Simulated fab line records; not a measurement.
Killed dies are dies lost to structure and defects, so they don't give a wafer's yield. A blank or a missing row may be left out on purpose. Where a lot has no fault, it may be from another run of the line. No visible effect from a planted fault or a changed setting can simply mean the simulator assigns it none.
Split-lot experiment / flow n5Finfet / 21 wafers read across 7 lots, on a route 1938 steps long

== ON THE SPLIT ==
At N5_ZERO_LAYER_PECVD_02 (deposits SiO2 from SiH4/N2O, target thk 10 nm, time 6 s), the setting timeS was moved away from the recipe's 6 s on 6 of the 21 wafers read, by -12.8% to -9.5%. All remaining wafers had this setting at the recipe value.

The reading comes from the split's own step.

== THE READING ==
SiO2_of_ZERO_LAYER_PECVD_02.thkNm (the simulator's own value, which no gauge read), in nm, at N5_ZERO_LAYER_PECVD_02 (deposits SiO2 from SiH4/N2O, target thk 10 nm, time 6 s). The file gives no usual value for it. The 15 wafers here that ran the recipe average 9.998 nm, standard deviation 0.17 nm.

wafer=L077.3; tool, chamber at the split=pecvd-03, 0; timeS as run, s=6; against the recipe=recipe; SiO2_of_ZERO_LAYER_PECVD_02.thkNm, nm=10.17; against lot-mates on the recipe=-
wafer=L077.5; tool, chamber at the split=pecvd-03, 0; timeS as run, s=6; against the recipe=recipe; SiO2_of_ZERO_LAYER_PECVD_02.thkNm, nm=10.19; against lot-mates on the recipe=-
wafer=L077.6; tool, chamber at the split=pecvd-03, 1; timeS as run, s=6; against the recipe=recipe; SiO2_of_ZERO_LAYER_PECVD_02.thkNm, nm=10.1; against lot-mates on the recipe=-
wafer=L078.1; tool, chamber at the split=pecvd-03, 1; timeS as run, s=6; against the recipe=recipe; SiO2_of_ZERO_LAYER_PECVD_02.thkNm, nm=9.897; against lot-mates on the recipe=-
wafer=L078.2; tool, chamber at the split=pecvd-03, 0; timeS as run, s=5.339; against the recipe=-11.0%; SiO2_of_ZERO_LAYER_PECVD_02.thkNm, nm=8.972; against lot-mates on the recipe=-0.925
wafer=L078.3; tool, chamber at the split=pecvd-03, 0; timeS as run, s=5.339; against the recipe=-11.0%; SiO2_of_ZERO_LAYER_PECVD_02.thkNm, nm=9.18; against lot-mates on the recipe=-0.717
wafer=L083.4; tool, chamber at the split=pecvd-04, 1; timeS as run, s=6; against the recipe=recipe; SiO2_of_ZERO_LAYER_PECVD_02.thkNm, nm=9.917; against lot-mates on the recipe=-
wafer=L083.5; tool, chamber at the split=pecvd-04, 2; timeS as run, s=6; against the recipe=recipe; SiO2_of_ZERO_LAYER_PECVD_02.thkNm, nm=10.03; against lot-mates on the recipe=-
wafer=L083.6; tool, chamber at the split=pecvd-04, 1; timeS as run, s=6; against the recipe=recipe; SiO2_of_ZERO_LAYER_PECVD_02.thkNm, nm=9.758; against lot-mates on the recipe=-
wafer=L086.1; tool, chamber at the split=pecvd-03, 0; timeS as run, s=6; against the recipe=recipe; SiO2_of_ZERO_LAYER_PECVD_02.thkNm, nm=9.903; against lot-mates on the recipe=-
wafer=L086.4; tool, chamber at the split=pecvd-03, 1; timeS as run, s=6; against the recipe=recipe; SiO2_of_ZERO_LAYER_PECVD_02.thkNm, nm=10.26; against lot-mates on the recipe=-
wafer=L086.5; tool, chamber at the split=pecvd-03, 0; timeS as run, s=6; against the recipe=recipe; SiO2_of_ZERO_LAYER_PECVD_02.thkNm, nm=10.11; against lot-mates on the recipe=-
wafer=L087.1; tool, chamber at the split=pecvd-04, 0; timeS as run, s=6; against the recipe=recipe; SiO2_of_ZERO_LAYER_PECVD_02.thkNm, nm=9.82; against lot-mates on the recipe=-
wafer=L087.4; tool, chamber at the split=pecvd-04, 2,0; timeS as run, s=6; against the recipe=recipe; SiO2_of_ZERO_LAYER_PECVD_02.thkNm, nm=10.16; against lot-mates on the recipe=-
wafer=L087.6; tool, chamber at the split=pecvd-04, 2,0; timeS as run, s=6; against the recipe=recipe; SiO2_of_ZERO_LAYER_PECVD_02.thkNm, nm=10.16; against lot-mates on the recipe=-
wafer=L088.2; tool, chamber at the split=pecvd-04, 2; timeS as run, s=5.231; against the recipe=-12.8%; SiO2_of_ZERO_LAYER_PECVD_02.thkNm, nm=8.667; against lot-mates on the recipe=-1.076
wafer=L088.3; tool, chamber at the split=pecvd-04, 0; timeS as run, s=6; against the recipe=recipe; SiO2_of_ZERO_LAYER_PECVD_02.thkNm, nm=9.743; against lot-mates on the recipe=-
wafer=L088.5; tool, chamber at the split=pecvd-04, 0; timeS as run, s=5.231; against the recipe=-12.8%; SiO2_of_ZERO_LAYER_PECVD_02.thkNm, nm=8.775; against lot-mates on the recipe=-0.968
wafer=L092.2; tool, chamber at the split=pecvd-03, 1; timeS as run, s=6; against the recipe=recipe; SiO2_of_ZERO_LAYER_PECVD_02.thkNm, nm=9.752; against lot-mates on the recipe=-
wafer=L092.3; tool, chamber at the split=pecvd-03, 0; timeS as run, s=5.432; against the recipe=-9.5%; SiO2_of_ZERO_LAYER_PECVD_02.thkNm, nm=8.989; against lot-mates on the recipe=-0.763
wafer=L092.5; tool, chamber at the split=pecvd-03, 1; timeS as run, s=5.432; against the recipe=-9.5%; SiO2_of_ZERO_LAYER_PECVD_02.thkNm, nm=8.884; against lot-mates on the recipe=-0.868
When a row names more than one chamber, that row covers several wafers, and the file does not tell which wafer ran in which chamber.

THE FIT
A straight line over all 21 wafers: SiO2_of_ZERO_LAYER_PECVD_02.thkNm changes by +0.0973 nm for each +1% of timeS; r = +0.95; the points scatter about the line by 0.17 nm.
The same after taking each lot's own level away (the mean of its wafers on the recipe; 21 wafers): +0.0795 nm for each +1%; r = +0.97; scatter 0.11 nm.
According to that fit, moving timeS by its largest amount changes the reading by 1 nm.
The span of the lots' own levels, 9.7430 to 10.1533 nm, comes to 2.4 times the standard deviation stated above.
Thus the slope moves with the lot-to-lot level: the two fits are different.
Check: for one of the wafers moved furthest among these (-12.8%), held out of the fit, the line's prediction against its lot-mates is -1 nm. Against them it came out at -1.08 nm.

== FILE'S OWN FIT ==
SiO2_of_ZERO_LAYER_PECVD_02.thkNm changes by +0.0796 nm for each +1% of timeS, r = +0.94.
